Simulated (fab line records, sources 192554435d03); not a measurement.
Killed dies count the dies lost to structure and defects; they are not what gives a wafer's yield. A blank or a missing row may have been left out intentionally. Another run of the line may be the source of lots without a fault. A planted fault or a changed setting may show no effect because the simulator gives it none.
Struck lot and sound lot, side by side || flow n5 finfet || 37 steps out of a route of 1938
Sound: wafers L492.1, L492.2, L492.5. Struck: wafer L495.1 (L495.3, L495.5, from the same lot, were not struck and are left out); the cause is given at the end.
Each step with rows lists, per side, the tool, then ch with its chambers, then its first start. Under that, the readings that differ: sound wafers || struck wafers || difference of the means || sigmas: that difference in standard deviations of wafers without a fault.
alike: readings with means less than 2 such deviations apart, plus words and numbers identical on both sides. not compared: withheld readings, readings lacking a value on some wafer, bounds such as >300 that could conceal the same value, and numbers that have no deviation in the record and whose values overlap.
A row with sigmas, a row that says differs or no value, or rows on one side alone: a step with any of these is where the two part. Numbers that don't overlap but have no deviation are shown without sigmas and don't part them. A reading that every wafer of one side lacks parts them only if that side has two wafers or more.

first, 12 steps without rows for these wafers: N5_SDB_ETCH_18 (etches SOC in N2/H2, target depth 100 nm, overetch 20 nm, time 150 s); N5_SDB_STRIP_19 (strips in N2/H2); N5_SDB_STRIP_21 (strips in CF4); N5_SDB_HM_OPEN_20 (chemistry CH3F/O2, target SiNx, stops on poly-Si, target depth 24 nm); N5_SDB_STRIP_22 (strips in N2/H2); N5_SDB_PRECLEAN_23 (cleans in dHF, time 30 s); N5_SDB_DUMMY_REMOVE_24 (chemistry TMAH, target poly-Si, stops on SiO2, target depth 142 nm, time 57 s, rinse time 30 s); N5_SDB_ETCH_25 (etches SiO2 in C4F6/O2, target depth 10 nm, time 3.3 s); N5_SDB_CUT_ETCH_26 (etches Si in HBr/Cl2/O2, target depth 129.6 nm, bt time 20 s, time 51.8 s); N5_SDB_PRECLEAN_38 (cleans in dHF, time 10 s); N5_SDB_PRECLEAN_39 (cleans in O3/DIW, time 45 s); N5_SDB_SRD_28 (time 30 s).
N5_SDB_ALD_29: deposits SiNx, target thk 30 nm, pulse time 1 s, ald cycles 600.
  sound on ald sin-01 ch 1,2, day 5 22:11; struck on ald sin-01 ch 3, day 6 12:50
  alike: heater power w, precursor pulse height rel
then, 23 steps without rows for these wafers: N5_SDB_CMP_30 (polishes, stops on poly-Si, t overpolish 1.54 s, target thk 30 nm); N5_DUMMY_REMOVAL_HM_STRIP_01 (strips SiNx in CH3F/O2, stops on poly-Si, target depth 4 nm, time 6.8 s); N5_DUMMY_REMOVAL_STRIP_10 (strips in N2/H2, time 40 s); N5_DUMMY_REMOVAL_PRECLEAN_07 (cleans in dHF, time 30 s); N5_DUMMY_REMOVAL_DUMMY_REMOVE_02 (chemistry TMAH, target poly-Si, stops on SiO2, target depth 142 nm, time 57 s, rinse time 30 s); N5_DUMMY_REMOVAL_PRECLEAN_08 (cleans in NF3:NH3, afs cycles 2, time 20 s, sublimation time 60 s); N5_DUMMY_REMOVAL_PRECLEAN_04 (cleans in DHF, time 37 s); N5_DUMMY_REMOVAL_SRD_05 (time 30 s); N5_HKMG_FIN_IL_REGROW_00 (material SiO2, chemistry O3, target thk 0.75 nm, time 30 s); N5_HKMG_FIN_HK_ALD_01 (deposits HfO2, target thk 1.6 nm, pulse time 3 s, purge time 3 s); N5_HKMG_FIN_HK_ANNEAL_02 (time 30 s); N5_HKMG_FIN_ALD_74 (deposits La2O3, target thk 0.5 nm, pulse time 6 s, co reactant pulse time 1 s); N5_HKMG_FIN_ALD_75 (deposits Al2O3, target thk 1 nm, co reactant pulse time 1 s); N5_HKMG_FIN_COAT_41 (time 60 s, resist thk 300 nm); N5_HKMG_FIN_COAT_42 (time 60 s, resist thk 35 nm); N5_HKMG_FIN_COAT_43 (resist thk 90 nm); N5_HKMG_FIN_EBR_45; N5_HKMG_FIN_SOFTBAKE_44 (time 60 s); N5_HKMG_FIN_EXPOSE_46 (exposes mask NDIPOLE); N5_HKMG_FIN_PEB_47 (peb time 60 s); N5_HKMG_FIN_DEVELOP_48 (develop time 30 s); N5_HKMG_FIN_DESCUM_53 (chemistry O2, time 7.9 s); N5_HKMG_FIN_ETCH_54 (etches SiARC in CF4, target depth 45.5 nm, time 75.8 s).
-- the record jumps here: 9 days lie between the struck wafers' starts before and after (it left off in module HKMG_FIN and takes up again in module PASSIVATION, whose first step shown is number 1936 of the route) --
N5_PASSIVATION_PROBE_49:
  sound: prober-02 at day 14 01:55; struck: prober-01 at day 15 11:18
{"reading": "defect limited yield (%)", "sound": "92.6 93.6 89.7", "struck": 82.1, "difference": -9.9, "sigmas": -8}
{"reading": "killed at front end", "sound": "44 40 47", "struck": 141, "difference": "+97", "sigmas": "+9"}
{"reading": "killed dies", "sound": "87 75 122", "struck": 211, "difference": "+116", "sigmas": "+8"}
{"reading": "sort_bin_5_function (%)", "sound": "4.1 3.6 5.8", "struck": 11.6, "difference": "+7.1", "sigmas": "+8"}
{"reading": "sort n pass", "sound": "1093 1105 1058", "struck": 969, "difference": -116, "sigmas": -8}
{"reading": "sort yield pct (%)", "sound": "92.6 93.6 89.7", "struck": 82.1, "difference": -9.9, "sigmas": -8}
  alike: killed_at_M0_to_M3, killed_at_M4_up, killed at contacts, killed at other, killed on rim, killed open, killed short, sort_bin_6_memory, sort_bin_8_speed

## WHERE THEY PART
Only at N5_PASSIVATION_PROBE_49, within this record.

WHY: the cause the simulator had injected
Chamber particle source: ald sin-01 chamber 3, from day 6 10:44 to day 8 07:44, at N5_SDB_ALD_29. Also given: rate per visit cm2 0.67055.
